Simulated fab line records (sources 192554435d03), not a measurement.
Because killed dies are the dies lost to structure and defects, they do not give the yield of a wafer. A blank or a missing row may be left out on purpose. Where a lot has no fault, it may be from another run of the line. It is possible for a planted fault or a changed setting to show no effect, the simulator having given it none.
Problem report in the 8D (eight disciplines) form, filled by code | flow n5-finfet | the parts of the form that need people (team, actions taken, sign-off) are left out

== 1. THE PROBLEM ==
Mean of run-length-s at N5_BEOL_M11_CVD_75: 127.7 s across 2 wafers in 2 lots; on wafers with no fault it is 162.0 s (standard deviation 0.58). That puts it -59 standard deviations away from the usual mean.
The step: deposits Co from CCTBA/H2, target thk 2 nm, time 138.9 s.
Seen first at day 13 05:37 on cvd-co-02, wafer L979.6. The record holds 33 wafers of 11 lots with a number at this step. By rule, "out" or "out of limits" means more than 4 standard deviations away from the usual mean. All remaining wafers that have a number are taken as sound.

== 2. WHAT THIS IS AND IS NOT ==
question                    | is                | is not
which readings at this step | run-length-s      | chamber-pressure-Torr
which lots                  | L978, L979        | L969, L970, L971, L973, L974, L976, L977, L989, L990
which wafers of those lots  | L978.6, L979.6    | L978.4, L978.5, L979.2, L979.4
read on which tools         | cvd-co-02         | cvd-co-01
when                        | from day 13 05:37 | up to then (23 sound wafers); but 8 sound wafers of L978, L989, L990 came after

== 3. THE SUSPECTS, EACH WITH WHAT RULES IT OUT ==
Counting: if a tool at a process step up to the reading ran every lot that is out, it stays a suspect. Sound lots after the first of them don't rule it out here, since some wafers of a struck lot are sound.
- cvd-co-02 at N5_BEOL_M11_CVD_75 (deposits Co from CCTBA/H2, target thk 2 nm, time 138.9 s): kept. It ran every lot that is out, first L979 (day 13 05:37); its last sound lot up to then is L977 (day 12 22:43). Its own run-length-s readings are out on those wafers.
After counting, what remains is cvd-co-02 at N5_BEOL_M11_CVD_75.

== 4. THE CAUSE (what the simulator had put in) ==
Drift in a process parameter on cvd-co-02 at N5_BEOL_M11_CVD_75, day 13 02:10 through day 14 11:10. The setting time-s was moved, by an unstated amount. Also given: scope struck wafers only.
This tool alone remained once counting was done.

== 5. THE CHAIN OF EFFECTS, in route order ==
Each row: a reading where the mean over the struck wafers with a number is more than 3 standard deviations away from the usual. Readings are gone through only where the record gives a usual standard deviation; hours: the median, over the lots, of the time from a lot's start at the first step in this table giving one to that lot's start at this step; sigmas: the change measured in usual standard deviations.
hours | step               | reading      | usual   | on struck wafers | change | sigmas
0     | N5_BEOL_M11_CVD_75 | run-length-s | 162.0 s | 127.7            | -34.3  | -59
It contains these process steps:
- N5_BEOL_M11_CVD_75: deposits Co from CCTBA/H2, target thk 2 nm, time 138.9 s.
Later measuring or inspecting steps at which every struck wafer that the step has a row for has a number for every such reading, and none has moved that far: N5_BEOL_M11_RS_MEAS_57.

== 6. WHAT WOULD HAVE CAUGHT IT SOONER ==
In this record the first reading out of limits was taken at day 13 05:37, 3 hours after the fault began at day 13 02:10.
